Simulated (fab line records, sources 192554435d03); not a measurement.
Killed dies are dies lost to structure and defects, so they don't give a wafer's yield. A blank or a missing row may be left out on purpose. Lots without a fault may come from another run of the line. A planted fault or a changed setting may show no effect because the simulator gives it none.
Which tool did it? | flow n5_finfet | 14 lots, 42 wafers sampled, at 6 steps of a route of 1938

WHAT THE GAUGES READ, wafer by wafer
N5_GATE_CUT_CD_MEAS_13: target cd 20 nm.
lot  | measured     | on        | cd_nm (nm)
L726 | day 4 12:23  | cd_sem-03 | 20.28 19.65 19.64
L727 | day 4 18:02  | cd_sem-02 | 20.38 19.77 20.14
L728 | day 5 00:17  | cd_sem-01 | 20.16 19.93 19.89
L729 | day 5 08:23  | cd_sem-01 | 20.25 19.68 20.06
L730 | day 5 11:42  | cd_sem-03 | 19.70 20.47 19.93
L731 | day 5 22:45  | cd_sem-02 | 19.86 19.86 20.21
L733 | day 6 08:23  | cd_sem-03 | 19.97 19.75 20.17
L734 | day 6 13:47  | cd_sem-03 | 20.67 20.41 20.56
L737 | day 7 05:09  | cd_sem-01 | 19.82 19.90 20.37
L738 | day 7 12:26  | cd_sem-01 | 20.01 20.18 19.63
L744 | day 9 11:23  | cd_sem-02 | 18.67 18.49 18.86
L746 | day 9 12:22  | cd_sem-02 | 20.22 19.75 20.31
L747 | day 9 20:11  | cd_sem-01 | 19.24 19.16 18.89
L748 | day 10 01:13 | cd_sem-01 | 19.99 20.28 20.17

N5_BEOL_M4_RC_MEAS_101.
lot  | measured     | on        | DIBL_N (mV/V)  | DIBL_P (mV/V)  | IOFF_N (nA/um) | IOFF_P (nA/um) | ION_N (uA/um) | ION_P (uA/um) | SS_N (mV/dec)  | SS_P (mV/dec)  | VT_N (mV)   | VT_P (mV)
L726 | day 8 01:43  | prober-02 | 37.7 35.6 35.6 | 36.6 34.6 34.4 | 0.17 0.12 0.14 | 0.21 0.18 0.18 | 670 662 650   | 452 457 451   | 72.3 72.2 71.8 | 74.3 73.1 73.6 | 251 253 250 | -252 -255 -256
L727 | day 8 10:36  | prober-01 | 38.6 37.0 36.2 | 39.1 37.7 36.8 | 0.22 0.19 0.18 | 0.26 0.24 0.22 | 692 684 683   | 468 467 464   | 71.6 71.2 71.8 | 73.7 73.8 73.9 | 248 246 245 | -250 -248 -250
L728 | day 8 20:47  | prober-02 | 33.9 35.8 33.0 | 35.7 37.6 34.6 | 0.13 0.15 0.11 | 0.18 0.19 0.16 | 667 680 648   | 460 460 445   | 71.1 71.4 71.1 | 73.1 73.6 72.9 | 251 248 255 | -252 -253 -255
L729 | day 9 01:07  | prober-02 | 36.7 34.7 35.8 | 38.3 36.3 37.5 | 0.18 0.15 0.16 | 0.23 0.20 0.21 | 680 669 669   | 465 461 460   | 71.9 71.4 71.4 | 72.7 72.7 72.5 | 249 251 248 | -249 -252 -252
L730 | day 9 06:21  | prober-02 | 35.2 36.7 34.6 | 35.2 36.1 35.2 | 0.14 0.16 0.13 | 0.18 0.18 0.17 | 681 673 665   | 460 455 461   | 71.1 71.7 70.6 | 73.5 72.3 72.1 | 251 251 250 | -251 -254 -252
L731 | day 9 23:21  | prober-02 | 34.2 31.3 34.5 | 32.2 29.9 33.6 | 0.12 0.10 0.13 | 0.14 0.12 0.16 | 656 651 661   | 450 447 454   | 71.6 70.8 70.8 | 72.6 72.2 72.6 | 253 254 250 | -257 -256 -257
L733 | day 10 01:41 | prober-01 | 38.6 36.6 37.7 | 39.9 37.6 38.0 | 0.24 0.20 0.22 | 0.29 0.25 0.26 | 697 680 693   | 474 462 470   | 72.4 71.6 72.3 | 74.3 73.6 73.6 | 242 245 245 | -245 -248 -248
L734 | day 10 05:44 | prober-01 | 36.0 38.7 37.0 | 34.2 37.7 36.6 | 0.13 0.18 0.14 | 0.16 0.20 0.19 | 669 673 679   | 453 453 460   | 71.8 72.5 72.0 | 73.8 73.7 73.5 | 254 253 252 | -255 -253 -254
L737 | day 11 02:45 | prober-01 | 40.9 40.6 39.4 | 40.8 40.0 38.3 | 0.20 0.20 0.18 | 0.26 0.25 0.22 | 700 687 697   | 469 466 470   | 71.1 71.7 71.0 | 75.2 74.1 74.0 | 247 247 249 | -249 -249 -250
L738 | day 11 05:12 | prober-01 | 37.9 37.9 35.4 | 39.9 39.9 36.6 | 0.20 0.20 0.16 | 0.28 0.29 0.24 | 682 694 678   | 468 481 470   | 72.1 72.4 71.5 | 74.6 73.7 73.3 | 244 245 248 | -246 -246 -248
L744 | day 14 00:33 | prober-01 | 33.4 39.1 38.7 | 32.6 40.0 39.9 | 0.12 0.22 0.21 | 0.18 0.32 0.30 | 668 695 685   | 465 480 468   | 70.8 72.0 72.5 | 72.4 74.7 74.8 | 254 245 247 | -252 -243 -247
L746 | day 13 21:14 | prober-02 | 38.0 38.9 38.2 | 38.2 39.1 38.4 | 0.18 0.20 0.18 | 0.23 0.27 0.23 | 675 683 682   | 462 470 469   | 71.4 72.0 72.5 | 74.1 74.2 74.7 | 250 248 248 | -248 -247 -247
L747 | day 14 02:49 | prober-02 | 36.8 38.6 34.2 | 36.9 37.4 32.8 | 0.16 0.20 0.13 | 0.20 0.21 0.16 | 672 692 664   | 463 465 452   | 71.1 71.9 71.2 | 73.5 73.9 71.9 | 249 247 252 | -253 -251 -254
L748 | day 13 23:46 | prober-01 | 39.8 35.9 35.3 | 39.3 36.6 35.1 | 0.24 0.17 0.15 | 0.29 0.23 0.21 | 696 690 669   | 470 464 467   | 72.4 71.0 71.4 | 74.2 72.5 72.7 | 243 247 251 | -246 -247 -252

WHICH TOOL RAN EACH LOT (tool, then ch and the chambers of the sampled wafers, then the start)
lot  | N5_HKMG_FIN_ALD_72           | N5_GATE_CUT_ETCHBACK_00          | N5_GATE_CUT_EXPOSE_10             | N5_GATE_CUT_ETCH_37
L726 | cvd_w-02 ch 0,1, day 4 07:46 | rie_metal-03 ch 0,1, day 4 08:43 | euv_scanner-02 ch 0, day 4 12:16  | rie_diel-05 ch 0,1, day 4 12:45
L727 | cvd_w-01 ch 0, day 4 13:00   | rie_metal-02 ch 0,1, day 4 13:55 | euv_scanner-01 ch 0, day 4 17:54  | rie_diel-06 ch 1,2,3, day 4 18:14
L728 | cvd_w-02 ch 0,1, day 4 19:17 | rie_metal-02 ch 0,1, day 4 20:14 | euv_scanner-02 ch 0, day 5 00:10  | rie_diel-05 ch 0,1, day 5 00:29
L729 | cvd_w-02 ch 0,1, day 5 03:55 | rie_metal-02 ch 0,1, day 5 04:50 | euv_scanner-02 ch 0, day 5 08:15  | rie_diel-05 ch 0,1, day 5 08:35
L730 | cvd_w-02 ch 0,1, day 5 07:04 | rie_metal-02 ch 0,1, day 5 08:00 | euv_scanner-01 ch 0, day 5 11:35  | rie_diel-05 ch 1,2, day 5 11:54
L731 | cvd_w-02 ch 0,1, day 5 17:57 | rie_metal-01 ch 0,1, day 5 18:52 | euv_scanner-02 ch 0, day 5 22:38  | rie_diel-06 ch 0,1,3, day 5 22:58
L733 | cvd_w-01 ch 0,1, day 6 03:23 | rie_metal-03 ch 1, day 6 04:19   | euv_scanner-01 ch 0, day 6 08:16  | rie_diel-06 ch 0,1,3, day 6 08:36
L734 | cvd_w-02 ch 0,1, day 6 09:09 | rie_metal-02 ch 0,1, day 6 10:05 | euv_scanner-02 ch 0, day 6 13:40  | rie_diel-05 ch 0,1,2, day 6 13:59
L737 | cvd_w-01 ch 0,1, day 7 00:31 | rie_metal-03 ch 0,1, day 7 01:26 | euv_scanner-02 ch 0, day 7 05:01  | rie_diel-03 ch 0,2,3, day 7 05:35
L738 | cvd_w-02 ch 0,1, day 7 07:55 | rie_metal-02 ch 0,1, day 7 08:49 | euv_scanner-02 ch 0, day 7 12:18  | rie_diel-03 ch 0,2,3, day 7 12:49
L744 | cvd_w-02 ch 0,1, day 9 02:00 | rie_metal-01 ch 0,1, day 9 03:05 | euv_scanner-01 ch 0, day 9 11:16  | rie_diel-05 ch 1,2, day 9 11:36
L746 | cvd_w-02 ch 0,1, day 9 07:31 | rie_metal-01 ch 0,1, day 9 08:27 | euv_scanner-02 ch 0, day 9 12:14  | rie_diel-03 ch 0,1,3, day 9 12:34
L747 | cvd_w-02 ch 0,1, day 9 15:34 | rie_metal-03 ch 0,1, day 9 16:29 | euv_scanner-01 ch 0, day 9 20:03  | rie_diel-05 ch 0,1,2, day 9 20:23
L748 | cvd_w-01 ch 0,1, day 9 20:31 | rie_metal-03 ch 0,1, day 9 21:26 | euv_scanner-02 ch 0, day 10 01:05 | rie_diel-06 ch 0,1,2, day 10 01:37
- N5_HKMG_FIN_ALD_72: deposits W, target thk 2 nm, pulse time 1 s, purge time 2 s.
- N5_GATE_CUT_ETCHBACK_00: etches W in SF6/Cl2.
- N5_GATE_CUT_EXPOSE_10: exposes mask GATE CUT, target cd 20 nm.
- N5_GATE_CUT_ETCH_37: etches SOC in N2/H2, target depth 60 nm, overetch 12 nm, time 90 s.

WHAT THE TOOLS THEMSELVES READ (means of the sampled wafers that have a number; where no wafer has one, the mark that the record gives instead)
N5_HKMG_FIN_ALD_72.
lot  | tool     | heater_power_outer_w (W) | heater_power_w (W) | precursor_pulse_height_rel
L726 | cvd_w-02 | 247                      | 481                | 0.993
L727 | cvd_w-01 | 226                      | 392                | 1.004
L728 | cvd_w-02 | 244                      | 484                | 1.001
L729 | cvd_w-02 | 243                      | 477                | 1.034
L730 | cvd_w-02 | 244                      | 482                | 1.005
L731 | cvd_w-02 | 245                      | 485                | 0.999
L733 | cvd_w-01 | 241                      | 430                | 1.004
L734 | cvd_w-02 | 243                      | 479                | 0.966
L737 | cvd_w-01 | 260                      | 465                | 1.007
L738 | cvd_w-02 | 241                      | 491                | 1.004
L744 | cvd_w-02 | 243                      | 480                | 0.997
L746 | cvd_w-02 | 243                      | 482                | 1.018
L747 | cvd_w-02 | 244                      | 488                | 1.000
L748 | cvd_w-01 | 261                      | 461                | 0.994

N5_GATE_CUT_ETCHBACK_00.
lot  | tool         | bias_w (W) | drypump_motor_current_A (A) | oes_product_au (a.u.) | throttle_valve_pct (%)
L726 | rie_metal-03 | 79.99      | 5.4                         | 0.79                  | 27.63
L727 | rie_metal-02 | 80.06      | 6.1                         | 0.61                  | 27.64
L728 | rie_metal-02 | 79.95      | 6.0                         | 0.62                  | 27.76
L729 | rie_metal-02 | 79.91      | 6.1                         | 0.61                  | 27.64
L730 | rie_metal-02 | 80.08      | 6.0                         | 0.62                  | 27.78
L731 | rie_metal-01 | 80.13      | 5.9                         | 0.81                  | 27.50
L733 | rie_metal-03 | 80.19      | 5.4                         | 0.87                  | 27.45
L734 | rie_metal-02 | 80.12      | 6.0                         | 0.61                  | 27.78
L737 | rie_metal-03 | 79.96      | 5.4                         | 0.92                  | 27.50
L738 | rie_metal-02 | 80.20      | 6.0                         | 0.62                  | 27.77
L744 | rie_metal-01 | 79.86      | 6.2                         | 0.78                  | 27.37
L746 | rie_metal-01 | 80.04      | 5.9                         | 0.78                  | 27.53
L747 | rie_metal-03 | 80.02      | 5.4                         | 0.86                  | 27.48
L748 | rie_metal-03 | 79.98      | 5.5                         | 0.87                  | 27.50

N5_GATE_CUT_EXPOSE_10.
lot  | tool           | exposure_dose_mJ_cm2 | focus_offset_nm (nm)
L726 | euv_scanner-02 | 43.23                | -0.0
L727 | euv_scanner-01 | 43.18                | -0.0
L728 | euv_scanner-02 | 43.27                | 0.7
L729 | euv_scanner-02 | 43.32                | 1.0
L730 | euv_scanner-01 | 43.12                | -0.5
L731 | euv_scanner-02 | 43.25                | -0.6
L733 | euv_scanner-01 | 43.19                | -0.3
L734 | euv_scanner-02 | 43.24                | 0.3
L737 | euv_scanner-02 | 43.30                | 0.7
L738 | euv_scanner-02 | 43.27                | 0.4
L744 | euv_scanner-01 | 40.74                | 0.2
L746 | euv_scanner-02 | 43.24                | 0.4
L747 | euv_scanner-01 | 41.16                | -0.3
L748 | euv_scanner-02 | 43.26                | -0.6

N5_GATE_CUT_ETCH_37.
lot  | tool        | bias_w (W) | drypump_motor_current_A (A) | n2_flow_sccm (sccm) | oes_product_au (a.u.) | rf_vpp_V (V) | showerhead_plenum_p_Torr (Torr) | throttle_valve_pct (%)
L726 | rie_diel-05 | 150.4      | 5.73                        | 199.7               | 0.63                  | 526.8        | 2.63                            | 17.9
L727 | rie_diel-06 | 149.8      | 5.71                        | 200.5               | 0.73                  | 524.1        | 2.57                            | 17.8
L728 | rie_diel-05 | 150.2      | 5.81                        | 199.9               | 0.64                  | 526.2        | 2.63                            | 18.0
L729 | rie_diel-05 | 150.5      | 5.82                        | 198.9               | 0.63                  | 526.3        | 2.63                            | 18.0
L730 | rie_diel-05 | 149.7      | 6.02                        | 199.2               | 0.64                  | 522.2        | 2.51                            | 18.1
L731 | rie_diel-06 | 150.4      | 5.80                        | 200.3               | 0.71                  | 524.6        | 2.55                            | 17.7
L733 | rie_diel-06 | 150.2      | 5.78                        | 199.8               | 0.71                  | 524.2        | 2.54                            | 17.7
L734 | rie_diel-05 | 149.8      | 5.87                        | 200.4               | 0.63                  | 524.4        | 2.56                            | 18.0
L737 | rie_diel-03 | 150.1      | 5.59                        | 199.4               | 0.79                  | 524.9        | 2.60                            | 17.8
L738 | rie_diel-03 | 149.8      | 5.57                        | 199.8               | 0.78                  | 525.9        | 2.60                            | 17.8
L744 | rie_diel-05 | 150.4      | 6.00                        | 199.7               | 0.63                  | 522.1        | 2.49                            | 18.2
L746 | rie_diel-03 | 149.8      | 5.81                        | 200.1               | 0.72                  | 525.1        | 2.57                            | 17.8
L747 | rie_diel-05 | 150.2      | 5.85                        | 200.0               | 0.69                  | 524.5        | 2.55                            | 17.9
L748 | rie_diel-06 | 150.0      | 5.80                        | 200.2               | 0.65                  | 524.4        | 2.56                            | 18.0

THE ANSWER, worked out from the rows above alone
Rule: what is usual is taken from the lots themselves. Put in order of their means at a reading, lots are off if they are a third of the lots or fewer, leave a main group of 4 or more, and stand apart from it by a gap of 3 or more times the standard deviation of the main group's means; of several such gaps the widest counts. A main group whose means are all the same, to the digits that the tables above print for the reading, isn't used. A lot without any number at a reading at which 4 lots or more have one is off too. The other lots that the step has rows for count as sound. The gauges are gone through in route order, then the tools' own readings, and for those a lot's mean is taken as printed above. The first step at which some lot is off is used, and at that step the reading that is off furthest; a lot without a number counts as furthest.
Off: L744, L747, at N5_GATE_CUT_CD_MEAS_13 (cd_nm). The main group: mean 20.06 nm, standard deviation 0.17.
A tool fits if, at a process step before that reading, it ran every lot that is off, and no sound lot after the first of them. The gauges at N5_GATE_CUT_CD_MEAS_13 aren't tried: what is off there is off at N5_GATE_CUT_EXPOSE_10 too, on other tools, and a gauge's error can't cause that. One fits: euv_scanner-01 at N5_GATE_CUT_EXPOSE_10. Its last sound lot is L733 (day 6 08:16), its first lot that is off L744 (day 9 11:16): a fault that began between those two fits.
The tool's own readings at N5_GATE_CUT_EXPOSE_10 bear it out: on the lots that are off they differ by more than 5 times the standard deviation of the sound lots' means. exposure_dose_mJ_cm2 reads 40.95 there against 43.24 on the sound lots.

WHAT THE SIMULATOR HAD PUT IN
Process parameter drift: euv_scanner-01, from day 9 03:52 on, at N5_GATE_CUT_EXPOSE_10. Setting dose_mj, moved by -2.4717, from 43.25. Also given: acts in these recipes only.
Lots struck among those shown: L744, L747. The rule above found the same.
